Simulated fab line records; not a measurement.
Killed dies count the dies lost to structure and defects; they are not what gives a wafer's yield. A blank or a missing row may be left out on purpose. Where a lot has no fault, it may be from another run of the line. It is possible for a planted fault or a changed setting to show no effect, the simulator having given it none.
Matching of chambers -- flow n5_finfet -- ald_metal-02 running N5_HKMG_FIN_ALD_21: 4 sister chambers
The step deposits TiN, target thk 1.5 nm, pulse time 1 s, purge time 3 s. 4 wafers are shown with their chamber, then 7 later ones without.

EACH WAFER AND ITS CHAMBER
wafer,chamber,heater_power_w (W)
L089.1,0,865
L089.2,2,852
L089.3,1,760
L089.5,3,827

WAFERS MISSING THEIR CHAMBER
wafer,heater_power_w (W)
L089.6,863
L092.3,807
L092.4,757
L092.5,877
L096.3,784
L096.5,814
L096.6,873

EACH ONE'S CHAMBER
wafer,from the rows above,in truth
L089.6,can't be placed: 0 or 2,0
L092.3,can't be placed: 3 or 2 or 1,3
L092.4,1,1
L092.5,can't be placed: 0 or 2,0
L096.3,can't be placed: 1 or 3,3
L096.5,can't be placed: 3 or 2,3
L096.6,can't be placed: 0 or 2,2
1 of 7 placed correctly. Unplaceable from these rows: 6, with the true chamber sitting among the candidates in 6. Placed wrongly: 0.
How it was worked out, from the rows above alone: a wafer's distance from a chamber is the root of the sum, over the readings, of the square of ((its reading less the chamber's mean) divided by the reading's scatter). The wafer belongs to the nearest chamber; if the next one is less than 2 further off, it can't be placed. Each chamber's mean is taken over the wafers shown for it. The scatter: root of mean squared gap, hidden wafer to nearest shown wafer, with one shown wafer a chamber.
